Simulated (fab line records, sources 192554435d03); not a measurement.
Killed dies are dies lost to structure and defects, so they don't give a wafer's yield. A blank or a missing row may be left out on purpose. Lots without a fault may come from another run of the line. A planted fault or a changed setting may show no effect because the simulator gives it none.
fab line records | flow n5_finfet
record lots=5 wafers=15 last_day=16
route steps=1938 shown MIM_BOT_ETCH@1867 PASS1_CAP@1873 TV_LITHO@1875
lots that met no fault: from a run of the same line without faults
start_h: hours from the record's first day to the start of the lot's first wafer shown | wait_h: hours since the lot's step before | " the same as in the row above | L1.1+2: a row that stands for several wafers | - no value, or no start given | * or withheld: withheld | < > ~ a bound
route shown NAME@n: a module of which the file shows steps, and the number in the route of the first | usual: mean/standard deviation of fault-free wafers | same: alike in all rows | chamber/n: place in a boat | sites: the reading at each site | _std_site: their standard deviation | _edge_site: outer sites' mean less inner sites' | radius_mm: how far each site lies from the wafer's centre | mask NAME#n: copy n | behind: the tool/chamber that last shaped the wafer | hold: why the lot was held/for how many hours/how that ended | device: the transistor (n, p or np) that didn't switch | end of line: the same wafers' tests at the end of the route | a step without rows: its recipe alone | killed: dies lost to structure and defects at the first sort, not the wafer's yield | map: a wafer's dies, x killed, . not, _ none there
set.NAME: the setting as run; set.NAME@STEP: as run at that earlier step | model.NAME: the simulator's own value behind a step, which no gauge read
lots at some steps of the route; a table a step, a row a wafer
services: from which hour (start_h, from the record's first day; less than 0 if before it) a tool's chamber was out of use, for how many hours, and why
## steps
# step N5_MIM_BOT_ETCH_ETCH_03
# recipe chemistry=Cl2/BCl3 target_depth_a=120 pressure_mtorr=8 icp_w=800 bias_w=100 Cl2_flow_sccm=20 bcl3_flow_sccm=80
# usual drypump_motor_current_A=5.3/0.38 he_backside_leak_sccm=3.29/0.25 oes_product_au=0.81/0.069 throttle_valve_pct=27.47/0.16
# columns lot.wafer tool chamber start_h wait_h drypump_motor_current_A he_backside_leak_sccm oes_product_au rf_hours_counter_h throttle_valve_pct
L317.3 rie_metal-03 0 255.03 0.1 4.9 3.48 0.75 - 27.66
L317.4 " 1 " " 5.6 3.20 0.94 - 27.52
L317.6 " 0 " " 4.9 3.93 0.75 - 27.66
L328.4 rie_metal-03 0 325.87 0.1 4.9 3.69 0.73 - 27.67
L328.5 " 0 " " 4.9 3.68 0.72 - 27.65
L328.6 " 1 " " 5.6 3.17 0.90 - 27.53
L327.2 rie_metal-03 1 335.08 0.1 5.6 2.82 0.89 12 27.51
L327.4 " 1 " " 5.6 2.94 0.88 - 27.52
L327.5 " 0 " " 4.9 3.66 0.73 - 27.67
L329.1 rie_metal-01 0 343.99 0.1 5.4 3.07 0.85 21 27.26
L329.2 " 1 " " 4.9 3.44 0.81 32 27.50
L329.6 " 0 " " 5.4 3.24 0.85 - 27.24
L332.1 rie_metal-01 0 370.36 0.1 5.4 3.36 0.84 23 27.25
L332.4 " 0 " " 5.4 3.30 0.84 - 27.24
L332.5 " 1 " " 4.8 3.03 0.81 - 27.50
# step N5_MIM_BOT_ETCH_ETCH_00
# recipe chemistry=Cl2/BCl3 target=TiN target_depth_a=455 ion_energy_ev=150 pressure_mtorr=10 icp_w=1000 bias_w=126 Cl2_flow_sccm=53.25 bcl3_flow_sccm=21.75 Ar_flow_sccm=25
# usual drypump_motor_current_A=5.3/0.39 he_backside_leak_sccm=3.3/0.41 oes_product_au=0.81/0.069 throttle_valve_pct=21.85/0.15
# columns lot.wafer tool chamber start_h wait_h drypump_motor_current_A he_backside_leak_sccm oes_product_au rf_hours_counter_h throttle_valve_pct
L317.3 rie_metal-03 0 255.13 0.1 4.9 3.7 0.75 - 22.02
L317.4 " 1 " " 5.6 2.8 0.94 - 21.80
L317.6 " 0 " " 4.8 3.5 0.75 - 22.01
L328.4 rie_metal-03 0 325.97 0.1 4.9 3.7 0.73 - 22.05
L328.5 " 0 " " 4.9 3.7 0.73 - 22.06
L328.6 " 1 " " 5.6 3.0 0.90 - 21.82
L327.2 rie_metal-03 1 335.17 0.1 5.7 3.1 0.90 12 21.82
L327.4 " 1 " " 5.6 3.3 0.89 - 21.84
L327.5 " 0 " " 4.9 3.3 0.72 - 22.04
L329.1 rie_metal-01 0 344.08 0.1 5.4 3.3 0.85 21 21.64
L329.2 " 1 " " 4.8 3.1 0.81 32 21.91
L329.6 " 0 " " 5.4 3.2 0.85 - 21.63
L332.1 rie_metal-01 0 370.45 0.1 5.4 3.3 0.84 23 21.66
L332.4 " 0 " " 5.4 3.2 0.84 - 21.65
L332.5 " 1 " " 4.8 3.1 0.80 - 21.93
# step N5_MIM_BOT_ETCH_STRIP_01
# recipe chemistry=O2 power_w=600 temp_c=60 pressure_mtorr=30 rf_frequency_hz=6e+07 bias_power_w=0 overash_fraction=0.5 o2_flow_sccm=225
# usual drypump_motor_current_A=5.7/0.5 oes_product_au=0.80/0.093 rf_vpp_V=3.8/1.2 showerhead_plenum_p_Torr=2.05/0.031 throttle_valve_pct=16.65/0.23
# columns lot.wafer tool chamber start_h wait_h drypump_motor_current_A oes_product_au rf_hours_counter_h rf_vpp_V showerhead_plenum_p_Torr throttle_valve_pct
L317.3 rie_diel-01 3 255.23 0.1 4.8 0.70 228 3.7 2.06 16.90
L317.4 " 2 " " 5.7 0.90 - 5.5 2.05 16.71
L317.6 " 0 " " 6.5 0.83 - 2.8 2.04 16.24
L328.4 rie_diel-05 2 326.09 0.1 5.1 0.67 - 2.0 1.98 16.83
L328.5 " 0 " " 5.0 0.91 - 3.6 2.06 16.37
L328.6 " 1 " " 6.0 0.88 - 3.1 2.05 16.41
L327.2 rie_diel-02 0 335.31 0.1 5.6 0.72 165 3.9 2.01 16.79
L327.4 " 1 " " 6.1 0.68 216 2.6 2.08 16.61
L327.5 " 1 " " 6.2 0.69 - 3.0 2.08 16.66
L329.1 rie_diel-01 1 344.27 0.1 5.7 0.89 37 3.1 2.05 16.46
L329.2 " 2 " " 5.7 0.83 78 2.1 2.03 16.80
L329.6 " 2 " " 5.7 0.83 - 4.7 2.03 16.73
L332.1 rie_diel-05 0 370.59 0.1 5.1 0.88 44 3.0 2.06 16.37
L332.4 " 2 " " 5.1 0.66 248 3.5 1.98 16.88
L332.5 " 1 " " 6.0 0.82 - 5.1 2.04 16.45
# step N5_MIM_BOT_ETCH_STRIP_02
# recipe chemistry=post_etch_residue_remover time_s=1200 temp_c=72.5
# step N5_MIM_BOT_ETCH_CLEAN_05
# recipe chemistry=IPA time_s=180 temp_c=25
# step N5_MIM_BOT_ETCH_SRD_06
# recipe dry=ipa_marangoni time_s=30 temp_c=23 rinse_liquid=diw
# step N5_PASSIVATION_PECVD_55
# recipe material=SiO2 target_thk_a=4000 temp_c=400 precursor=SiH4/N2O pressure_torr=2.7 rf_w=608 time_s=22.5
# usual chamber_pressure_Torr=2.700/0.0055 heater_power_w=694/100 showerhead_plenum_p_Torr=8.13/0.09 throttle_valve_pct=51.8/2.6
# same time_s=22.5
# columns lot.wafer tool chamber start_h wait_h chamber_pressure_Torr heater_power_w showerhead_plenum_p_Torr throttle_valve_pct
L317.3 pecvd-02 0 255.73 0.0 2.700 575 8.15 52.1
L317.4 " 0 " " 2.708 595 8.16 52.2
L317.6 " 2 " " 2.703 847 7.96 48.5
L328.4 pecvd-01 0 326.59 0.0 2.700 759 8.09 55.7
L328.5 " 2 " " 2.696 643 8.21 50.8
L328.6 " 1 " " 2.699 553 8.05 50.1
L327.2 pecvd-01 0 335.81 0.0 2.707 760 8.08 55.8
L327.4 " 0 " " 2.696 737 8.11 55.9
L327.5 " 2 " " 2.700 605 8.24 50.8
L329.1 pecvd-02 2 344.77 0.0 2.693 840 7.96 49.1
L329.2 " 0 " " 2.702 635 8.15 52.7
L329.6 " 1 " " 2.702 783 8.18 52.7
L332.1 pecvd-01 2 371.09 0.0 2.697 670 8.24 51.3
L332.4 " 2 " " 2.697 669 8.24 51.3
L332.5 " 0 " " 2.692 747 8.09 56.0
# step N5_PASSIVATION_PECVD_01
# recipe material=SiNx target_thk_a=2000 temp_c=400 precursor=SiH4/NH3/N2 pressure_torr=4.9 rf_w=1406 time_s=43.2
# usual chamber_pressure_Torr=4.899/0.011 heater_power_w=413/94 showerhead_plenum_p_Torr=8.65/0.064 throttle_valve_pct=29.3/1.4
# same time_s=43.2
# columns lot.wafer tool chamber start_h wait_h chamber_pressure_Torr heater_power_w showerhead_plenum_p_Torr throttle_valve_pct
L317.3 pecvd-02 0 255.77 0.0 4.894 284 8.65 29.4
L317.4 " 0 " " 4.883 295 8.68 29.7
L317.6 " 2 " " 4.882 472 8.54 27.6
L328.4 pecvd-01 0 326.63 0.0 4.893 412 8.62 31.8
L328.5 " 2 " " 4.903 421 8.73 28.8
L328.6 " 1 " " 4.888 343 8.58 28.3
L327.2 pecvd-01 0 335.85 0.0 4.902 475 8.63 31.6
L327.4 " 0 " " 4.910 492 8.62 31.5
L327.5 " 2 " " 4.900 384 8.70 29.0
L329.1 pecvd-02 2 344.80 0.0 4.914 615 8.52 27.8
L329.2 " 0 " " 4.896 324 8.67 30.0
L329.6 " 1 " " 4.897 430 8.69 29.8
L332.1 pecvd-01 2 371.13 0.0 4.915 379 8.72 29.1
L332.4 " 2 " " 4.898 387 8.71 29.0
L332.5 " 0 " " 4.900 341 8.64 31.4
# step N5_PASSIVATION_HMDS_03
# recipe time_s=60 temp_c=120
# step N5_PASSIVATION_COAT_04
# recipe spin_rpm=* resist_thk_nm=*
# step N5_PASSIVATION_EBR_06
# recipe solvent=PGMEA ebr_width_mm=1.5
# step N5_PASSIVATION_SOFTBAKE_05
# recipe temp_c=100 time_s=90
# step N5_PASSIVATION_EXPOSE_07
# recipe mask_id=TV na=0.55 source_shape=conventional sigma_outer=0.8 polarization=unpolarized defocus_nm=0 target_cd_nm=3000 dose_mj=22.75
# usual exposure_dose_mJ_cm2=22.751/0.021
# columns lot.wafer tool chamber start_h wait_h mask exposure_dose_mJ_cm2
L317.3 krf_scanner-02 0 257.33 - TV#0 22.773
L317.4 " 0 " " TV#0 22.749
L317.6 " 0 " " TV#0 22.763
L328.4 krf_scanner-01 0 328.12 - TV#0 22.764
L328.5 " 0 " " TV#0 22.685
L328.6 " 0 " " TV#0 22.722
L327.2 krf_scanner-01 0 336.28 - TV#0 22.265
L327.4 " 0 " " TV#0 22.304
L327.5 " 0 " " TV#0 22.273
L329.1 krf_scanner-02 0 347.41 - TV#0 22.724
L329.2 " 0 " " TV#0 22.759
L329.6 " 0 " " TV#0 22.778
L332.1 krf_scanner-02 0 371.47 - TV#0 22.736
L332.4 " 0 " " TV#0 22.752
L332.5 " 0 " " TV#0 22.738
# step N5_PASSIVATION_PEB_08
# recipe peb_temp_c=withheld peb_time_s=*
# step N5_PASSIVATION_DEVELOP_09
# recipe develop_time_s=60 rinse_liquid=diw dry=air_spin dev_temp_c=21
# step N5_PASSIVATION_HARDBAKE_11
# recipe temp_c=130 time_s=120
# step N5_PASSIVATION_CD_MEAS_10
# recipe target_cd_nm=3000 landing_energy_ev=500 detector=se_inlens
# usual cd_nm=3001.3/1.5
# columns lot.wafer tool chamber start_h wait_h cd_nm
L317.3 cd_sem-01 0 257.50 - 2999.7
L317.4 " 0 " " 3001.8
L317.6 " 0 " " 3000.2
L328.4 cd_sem-01 0 328.29 - 3003.6
L328.5 " 0 " " 3002.1
L328.6 " 0 " " 3003.0
L327.2 cd_sem-01 0 336.46 - 2995.8
L327.4 " 0 " " 2995.1
L327.5 " 0 " " 2995.8
L329.1 cd_sem-02 0 347.59 - 3000.2
L329.2 " 0 " " 3002.5
L329.6 " 0 " " 3000.0
L332.1 cd_sem-03 0 371.65 - 3002.0
L332.4 " 0 " " 3001.7
L332.5 " 0 " " 3002.2
# step N5_PASSIVATION_OVL_MEAS_60
# recipe points_per_wafer=44
# usual TV_OVL=1/5.9
# columns lot.wafer tool chamber start_h wait_h TV_OVL[nm]
L317.3 overlay-02 0 257.53 0.0 2
L317.4 " 0 " " 10
L317.6 " 0 " " 2
L328.4 overlay-01 0 328.31 0.0 -6
L328.5 " 0 " " 3
L328.6 " 0 " " -4
L327.2 overlay-02 0 336.49 0.0 -6
L327.4 " 0 " " -8
L327.5 " 0 " " -3
L329.1 overlay-01 0 347.62 0.0 12
L329.2 " 0 " " 11
L329.6 " 0 " " 5
L332.1 overlay-02 0 371.68 0.0 2
L332.4 " 0 " " -3
L332.5 " 0 " " 6
## services
# columns tool chamber start_h hours kind
krf_scanner-02 - 232.72 1.0 pm
rie_diel-01 1 233.20 - clean
rie_diel-01 1 233.20 - consumable_replace:focus_ring
rie_diel-01 1 233.20 23.2 scheduled_down
rie_diel-01 1 233.20 23.2 vent_cycle
krf_scanner-01 - 240.75 0.8 pm
pecvd-01 2 244.65 5.5 scheduled_down
krf_scanner-01 - 256.42 1.3 pm
pecvd-01 - 256.49 0.9 repair
krf_scanner-02 0 262.93 - calibration
rie_diel-05 3 265.74 - clean
pecvd-01 0 266.89 2.1 scheduled_down
rie_diel-05 - 271.96 10.0 pm
rie_diel-05 3 292.57 28.2 repair
pecvd-02 - 310.09 0.5 repair
rie_diel-05 - 311.93 2.8 pm
rie_diel-05 3 321.20 7.7 repair
pecvd-02 2 321.45 2.1 scheduled_down
pecvd-02 - 326.05 14.6 pm
rie_metal-01 - 337.83 0.4 repair
rie_diel-01 3 343.36 5.8 repair
krf_scanner-01 - 345.71 1.0 pm
krf_scanner-02 - 354.70 1.3 pm
krf_scanner-01 - 358.97 3.6 pm
## key
first_sign step=N5_PASSIVATION_EXPOSE_07 reading=exposure_dose_mJ_cm2 direction=down sigmas=22 usual=22.751 struck=22.281
effect step=N5_PASSIVATION_CD_MEAS_10 reading=cd_nm direction=down sigmas=3.7 usual=3001.3 struck=2995.5
met_at N5_PASSIVATION_EXPOSE_07
struck_wafers L327.2,L327.4,L327.5
onset_between 328.12 336.28
fault kind=process_parameter_drift tool=krf_scanner-01 chamber=- onset_h=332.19 steps=N5_PASSIVATION_EXPOSE_07 channel=dose_mj offset=-0.46832 shape=step acts_in=these_recipes_only stated=22.75
